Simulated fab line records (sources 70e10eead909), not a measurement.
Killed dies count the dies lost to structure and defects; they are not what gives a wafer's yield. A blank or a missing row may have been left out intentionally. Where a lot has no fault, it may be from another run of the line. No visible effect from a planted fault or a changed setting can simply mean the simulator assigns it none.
A lot that was struck, set against a sound lot -- flow nandHarc -- 15 steps out of a route of 1302
Sound: wafers L181.1, L181.3, L181.5. Struck: wafers L189.2, L189.4 (left out: L189.5, a lot-mate that was not struck); the cause follows at the end.
For every step that has rows: the tool of each side, followed by ch and its chambers, followed by its first start. Under that, the readings that differ: sound wafers -- struck wafers -- difference of the means -- sigmas: that difference in standard deviations of wafers without a fault.
alike: readings with means less than 2 such deviations apart, plus words and numbers identical on both sides. not compared: withheld readings, readings lacking a value on some wafer, bounds such as >300 that could conceal the same value, and numbers that have no deviation in the record and whose values overlap.
The two part at a step that has a row with sigmas, a row that says differs or no value, or rows on one side only. When numbers do not overlap yet have no deviation, they are printed without sigmas and do not part them. A reading missing from all wafers of one side parts the sides only when that side holds two or more wafers.

NHARC_P_M1_INSPECT_11:
  sound on defectInspect-01, day 8 00:37; struck on defectInspect-02, day 11 15:14
  alike: rawDefectCount
NHARC_P_M1_DESCUM_14: chemistry O2, time 3 s.
  sound on rieDiel-06 ch 0,1,2, day 8 00:40; struck on rieDiel-03 ch 0,1, day 11 15:18
  alike: chamberPressureMTorr, drypumpMotorCurrentA, oesProductAu, rfVppV, showerheadPlenumPTorr, throttleValvePct
  not compared: rfHoursCounterH
then, 2 steps without rows for these wafers: NHARC_P_M1_ETCH_35 (etches the open film in N2/H2, target depth 40 nm, overetch 12 nm, time 43.94 s); NHARC_P_M1_ETCH_15 (etches the open film in C4F8/Ar, target depth 182.5 nm, time 91.2 s).
NHARC_P_M1_CD_MEAS_16:
  sound on cdSem-01, day 8 01:01; struck on cdSem-03, day 11 15:37
  alike: cdNm
then, 3 steps without rows for these wafers: NHARC_P_M1_STRIP_18 (strips in N2/H2); NHARC_P_M1_ETCH_28 (etches the open film in CF4/N2, target depth 30 nm, time 72.99 s); NHARC_P_M1_STRIP_19 (strips in post etch residue remover, time 600 s).
NHARC_P_M1_DEGAS_29: time 60 s.
  sound on pvdSputter-02, day 8 01:49; struck on pvdSputter-01, day 11 16:19
  alike: heaterPowerW
NHARC_P_M1_PRE_CLEAN_30: time 30 s.
  sound on pvdSputter-02; struck on pvdSputter-01
  alike: heaterPowerW
NHARC_P_M1_PVD_20: deposits TaN, target thk 5 nm, time 8.06 s.
  sound on pvdSputter-02; struck on pvdSputter-01
  alike: cathodeDcPowerW, throttleValvePct
NHARC_P_M1_PVD_21: deposits Cu, target thk 30 nm, time 20.49 s.
  sound on pvdSputter-02; struck on pvdSputter-01
reading,sound,struck,difference,sigmas
cathodeDcPowerW (W),4999.9 4997.9 4999.7,5000.3 5001.5,+1.7,+2
throttleValvePct (%),30.3 28.2 28.9,30.9 31.6,+2.1,+2
NHARC_P_M1_ECD_22: material Cu, target thk 400 nm.
  sound on ecdCu-02 ch 0,1, day 8 02:10; struck on ecdCu-02 ch 0,1, day 11 16:43
then, 1 step without rows for these wafers: NHARC_P_M1_ANNEAL_31 (time 90 s).
NHARC_P_M1_CMP_23: polishes, t overpolish 20 s, target thk 157.82 nm.
  sound on cmp-04 ch 1,2,3, day 8 02:53; struck on cmp-03 ch 2,3, day 11 17:24
reading,sound,struck,difference,sigmas
timeToEndpointS (s),34 23 29,13 11,-17,-5
  alike: motorCurrentA

## WHERE THEY PART
Last at NHARC_P_M1_CMP_23 as far as this record goes, first at NHARC_P_M1_PVD_21.

WHY: what the simulator had put in
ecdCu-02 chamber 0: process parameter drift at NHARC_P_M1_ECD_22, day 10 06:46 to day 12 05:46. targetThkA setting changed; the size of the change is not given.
